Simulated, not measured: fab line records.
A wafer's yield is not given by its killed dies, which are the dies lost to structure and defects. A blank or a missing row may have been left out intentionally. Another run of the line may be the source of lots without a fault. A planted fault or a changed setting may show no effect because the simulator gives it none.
Chamber matching || flow n5-finfet || N5_MOL_CONTACT_COAG_ETCH_89 on rie-diel-04: 4 sister chambers
The step etches underlayer in N2/H2, target depth 13 nm, time 10.4 s. 4 wafers are shown with their chamber, then 7 later ones without.

EACH WAFER AND ITS CHAMBER
{"wafer": "L087.2", "chamber": 0, "throttle-valve-pct (%)": 17.86}
{"wafer": "L087.4", "chamber": 2, "throttle-valve-pct (%)": 18.14}
{"wafer": "L089.2", "chamber": 1, "throttle-valve-pct (%)": 17.61}
{"wafer": "L089.3", "chamber": 3, "throttle-valve-pct (%)": 17.94}

WAFERS MISSING THEIR CHAMBER
{"wafer": "L089.6", "throttle-valve-pct (%)": 17.90}
{"wafer": "L095.2", "throttle-valve-pct (%)": 17.64}
{"wafer": "L095.3", "throttle-valve-pct (%)": 17.90}
{"wafer": "L095.5", "throttle-valve-pct (%)": 18.14}
{"wafer": "L096.2", "throttle-valve-pct (%)": 17.91}
{"wafer": "L096.4", "throttle-valve-pct (%)": 18.16}
{"wafer": "L096.6", "throttle-valve-pct (%)": 17.90}

CHAMBER TAKEN BY EACH
{"wafer": "L089.6", "from the rows above": "can't be placed: 0 or 3", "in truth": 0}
{"wafer": "L095.2", "from the rows above": 1, "in truth": 1}
{"wafer": "L095.3", "from the rows above": "can't be placed: 0 or 3", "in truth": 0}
{"wafer": "L095.5", "from the rows above": 2, "in truth": 2}
{"wafer": "L096.2", "from the rows above": "can't be placed: 3 or 0", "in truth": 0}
{"wafer": "L096.4", "from the rows above": 2, "in truth": 2}
{"wafer": "L096.6", "from the rows above": "can't be placed: 0 or 3", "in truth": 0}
3 of 7 placed correctly. These rows do not allow placing 4 (true chamber among the candidates in 4). 0 placed wrongly.
How it was worked out, from the rows above alone: a wafer's distance from a chamber is the root of the sum, over the readings, of the square of ((its reading less the chamber's mean) divided by the reading's scatter). If the next closest chamber is less than 2 further off than the closest, the wafer can't be placed; otherwise it belongs to the closest. Each chamber's mean is taken over the wafers shown for it. The scatter (one wafer shown for each chamber): square how far every hidden wafer sits from the nearest shown wafer, average those squares and take the square root.
